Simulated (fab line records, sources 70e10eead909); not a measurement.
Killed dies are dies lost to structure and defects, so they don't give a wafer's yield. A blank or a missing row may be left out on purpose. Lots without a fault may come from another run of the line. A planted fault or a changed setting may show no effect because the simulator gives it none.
Which tool did it? | flow nand_harc | 12 lots, 36 wafers sampled, at 4 steps of a route of 1302

WHAT THE GAUGES READ, wafer by wafer
NHARC_A_SGD_CUT_INSPECT_11.
lot  | measured     | on                | raw_defect_count
L075 | day 19 12:38 | defect_inspect-02 | 67 62 56
L078 | day 21 16:34 | defect_inspect-02 | 117 90 92
L077 | day 21 22:28 | defect_inspect-02 | 23 13 24
L080 | day 22 02:32 | defect_inspect-02 | 119 105 124
L083 | day 23 09:04 | defect_inspect-02 | 65 61 87
L085 | day 24 09:10 | defect_inspect-01 | 43 31 40
L089 | day 25 04:20 | defect_inspect-01 | 41 23 34
L086 | day 25 07:45 | defect_inspect-01 | 61 92 67
L092 | day 26 02:54 | defect_inspect-02 | 20 20 17
L094 | day 27 01:45 | defect_inspect-01 | 82 75 87
L095 | day 28 09:13 | defect_inspect-02 | 56 59 54
L097 | day 29 01:21 | defect_inspect-02 | 9 9 10

WHICH TOOL RAN EACH LOT (tool, then ch and the chambers of the sampled wafers, then the start)
lot  | NHARC_A_STAIRCASE_STRIP_446          | NHARC_A_STAIRCASE_CMP_152     | NHARC_A_STAIRCASE_ETCHBACK_157
L075 | plasma_asher-02 ch 0,1, day 19 08:52 | cmp-04 ch 0,1,3, day 19 09:45 | rie_diel-13 ch 1,2,3, day 19 10:42
L078 | plasma_asher-02 ch 0,1, day 21 13:13 | cmp-03 ch 0,2,3, day 21 14:05 | rie_diel-01 ch 1,2, day 21 14:52
L077 | plasma_asher-01 ch 0,1, day 21 18:59 | cmp-04 ch 0,1,3, day 21 19:44 | rie_diel-01 ch 0,1,3, day 21 20:41
L080 | plasma_asher-01 ch 0,1, day 21 22:59 | cmp-01 ch 0,1,2, day 21 23:52 | rie_diel-03 ch 1,2,3, day 22 00:44
L083 | plasma_asher-02 ch 0,1, day 23 05:41 | cmp-04 ch 2,3, day 23 06:34   | rie_diel-01 ch 0,2,3, day 23 07:23
L085 | plasma_asher-02 ch 0,1, day 24 05:21 | cmp-04 ch 0,3, day 24 06:06   | rie_diel-03 ch 1,2,3, day 24 07:25
L089 | plasma_asher-02 ch 0,1, day 25 00:33 | cmp-01 ch 0,2, day 25 01:26   | rie_diel-03 ch 1,3, day 25 02:28
L086 | plasma_asher-02 ch 0,1, day 25 04:16 | cmp-04 ch 1,2, day 25 05:06   | rie_diel-13 ch 0,1,3, day 25 05:56
L092 | plasma_asher-02 ch 0,1, day 25 23:24 | cmp-01 ch 2,3, day 26 00:17   | rie_diel-01 ch 0,1,2, day 26 01:08
L094 | plasma_asher-01 ch 0,1, day 26 22:26 | cmp-01 ch 0,2,3, day 26 23:14 | rie_diel-03 ch 0,2, day 27 00:05
L095 | plasma_asher-02 ch 0,1, day 28 05:47 | cmp-04 ch 0,3, day 28 06:35   | rie_diel-13 ch 2,3, day 28 07:24
L097 | plasma_asher-02 ch 0,1, day 28 21:54 | cmp-03 ch 2,3, day 28 22:41   | rie_diel-13 ch 0,2,3, day 28 23:34
- NHARC_A_STAIRCASE_STRIP_446: strips in O2.
- NHARC_A_STAIRCASE_CMP_152: polishes.
- NHARC_A_STAIRCASE_ETCHBACK_157: etches the open film in CH3F/O2, target depth 90 nm, time 167.14 s.

THE ANSWER, worked out from the rows above alone
Rule: what is usual is taken from the lots themselves. Put in order of their means at a reading, lots are off if they are a third of the lots or fewer, leave a main group of 4 or more, and stand apart from it by a gap of 3 or more times the standard deviation of the main group's means; of several such gaps the widest counts. A main group whose means are all the same, to the digits that the tables above print for the reading, isn't used. A lot without any number at a reading at which 4 lots or more have one is off too. The other lots that the step has rows for count as sound.
No lot is off at any reading shown: from this, nothing can be told.

WHAT THE SIMULATOR HAD PUT IN
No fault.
